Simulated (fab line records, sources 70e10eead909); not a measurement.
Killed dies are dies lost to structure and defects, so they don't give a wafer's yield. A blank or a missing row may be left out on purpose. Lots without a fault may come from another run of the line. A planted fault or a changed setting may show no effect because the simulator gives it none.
One fault seen from 3 desks | flow nand_harc | each desk has only its own numbers; what lay behind them comes last

THE DEFECT DESK
What the inspections along the route counted, lot by lot: means of the sampled wafers that have a number. A lot is out of limits, marked OUT, if its mean lies more than 4 standard deviations from the usual mean; the brackets give that distance.
Columns: A = raw_defect_count at NHARC_P_STI_INSPECT_25, usual 215
lot  | first seen here | A
L915 | day 5 23:23     | 123
L919 | day 7 21:30     | 240
L922 | day 9 06:38     | 194
L924 | day 10 01:48    | 255
L925 | day 10 01:48    | 219
L926 | day 10 14:29    | 151
L933 | day 13 11:45    | 229
This desk's finding: nothing out of limits on any of the 7 lots.

THE METROLOGY DESK
What the gauges read, lot by lot, whatever tool the lot ran on: means of the sampled wafers that have a number. A lot is out of limits, marked OUT, if its mean lies more than 4 standard deviations from the usual mean; the brackets give that distance.
Columns: A = cd_nm at NHARC_P_GATE_CD_MEAS_11, usual 1639.8 nm
lot  | first seen here | A
L915 | day 6 08:11     | 1640.1
L919 | day 8 07:04     | 1640.6
L922 | day 9 15:06     | 1641.0
L925 | day 10 10:17    | 1644.3
L924 | day 10 10:19    | 1642.3
L926 | day 10 23:11    | 1644.1
L933 | day 13 22:20    | 1639.0
This desk's finding: nothing out of limits on any of the 7 lots.

THE TOOL OWNER'S DESK: krf_scanner-02
The tool's own readings at NHARC_P_GATE_EXPOSE_08 (exposes mask P HV): means of the sampled wafers that have a number, for each lot that ran on this tool. A lot is out of limits, marked OUT, if its mean lies more than 4 standard deviations from the usual mean; the brackets give that distance.
Columns: A = exposure_dose_mJ_cm2 at NHARC_P_GATE_EXPOSE_08, usual 16.749; B = focus_offset_nm at NHARC_P_GATE_EXPOSE_08, usual 0.0 nm
lot  | first seen here | A                        | B
L915 | day 6 08:02     | 16.760                   | -0.4
L922 | day 9 14:56     | 16.763                   | -0.2
L925 | day 10 10:07    | 21.833 (+99 or more) OUT | 0.3
L924 | day 10 10:09    | 21.831 (+99 or more) OUT | -0.4
L926 | day 10 23:01    | 21.812 (+99 or more) OUT | 0.0
This desk's finding: out of limits on L924, L925, L926; first on L925, day 10 10:07 (exposure_dose_mJ_cm2 at NHARC_P_GATE_EXPOSE_08). In limits: L915, L922.

PUT TOGETHER
The tool owner's desk could have raised an alarm at day 10 10:07, on L924, L925, L926.
The defect desk saw nothing out of limits.
The metrology desk saw nothing out of limits.
The defect desk has L924, L925, L926 on record, within its limits.
The metrology desk has L924, L925, L926 on record, within its limits.
Of the lots named, all ran NHARC_P_GATE_EXPOSE_08 on krf_scanner-02.

WHAT THE SIMULATOR HAD PUT IN
Process parameter drift: krf_scanner-02, from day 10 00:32 on, at NHARC_P_GATE_EXPOSE_08. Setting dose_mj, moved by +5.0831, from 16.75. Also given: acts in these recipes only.
Lots struck among those shown: L924, L925, L926.
Hours from the fault's start to each desk's first reading out of limits: the tool owner's desk, 10.
